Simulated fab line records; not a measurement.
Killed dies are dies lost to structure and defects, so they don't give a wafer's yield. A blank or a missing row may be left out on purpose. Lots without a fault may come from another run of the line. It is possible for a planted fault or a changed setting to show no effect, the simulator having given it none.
Chamber matching	flow n5 finfet	N5_BEOL_M8_PECVD_70 on pecvd-03 has 3 sister chambers
The step deposits SiO2 from TEOS/O2, target thk 20 nm, time 22.7 s. 14 wafers are shown with their chamber, then 7 later ones without.

EACH WAFER AND ITS CHAMBER
wafer	chamber	throttle valve pct (%)	showerhead plenum p Torr (Torr)	heater power w (W)
L074.1	0	24.8	8.86	717
L074.4	0	24.8	8.86	728
L074.5	0	24.5	8.83	731
L075.3	0	24.8	8.86	747
L075.5	0	24.8	8.84	736
L075.6	1	22.4	8.81	590
L078.1	0	24.9	8.86	658
L078.4	0	24.7	8.86	653
L078.5	2	20.4	8.79	628
L082.2	0	25.0	8.84	743
L082.4	0	24.7	8.87	741
L082.5	2	20.1	8.81	698
L088.1	1	22.6	8.80	680
L088.2	0	25.0	8.85	751

SIGNATURES (averages over the wafers above)
reading	chamber 0	chamber 1	chamber 2	scatter within a chamber
throttle valve pct	24.800	22.500	20.250	0.155
showerhead plenum p Torr	8.8530	8.8050	8.8000	0.0123
heater power w	720.50	635.00	663.00	40.4
Rule: a wafer lies at a distance from a chamber equal to the root of the sum of squares, over the readings, of (its reading less the chamber's mean, divided by the reading's scatter). The wafer belongs to the nearest chamber; if the next one is less than 2 further off, it can't be placed. The scatter is the square root of a quotient: the sum, over the shown wafers, of each reading's squared deviation from its chamber's mean, divided by wafers minus chambers.

WAFERS WITH NO CHAMBER GIVEN
wafer	throttle valve pct (%)	showerhead plenum p Torr (Torr)	heater power w (W)
L088.3	20.2	8.80	703
L094.1	24.7	8.85	749
L094.5	24.6	8.85	734
L094.6	22.4	8.81	666
L097.2	20.4	8.80	726
L097.4	20.3	8.81	718
L097.6	22.3	8.80	684

EACH ONE'S CHAMBER
wafer	from the rows above	in truth
L088.3	2	2
L094.1	0	0
L094.5	0	0
L094.6	1	1
L097.2	2	2
L097.4	2	2
L097.6	1	1
Correctly placed: 7 of 7. Can't be placed from these rows: 0. Placed wrongly: 0.
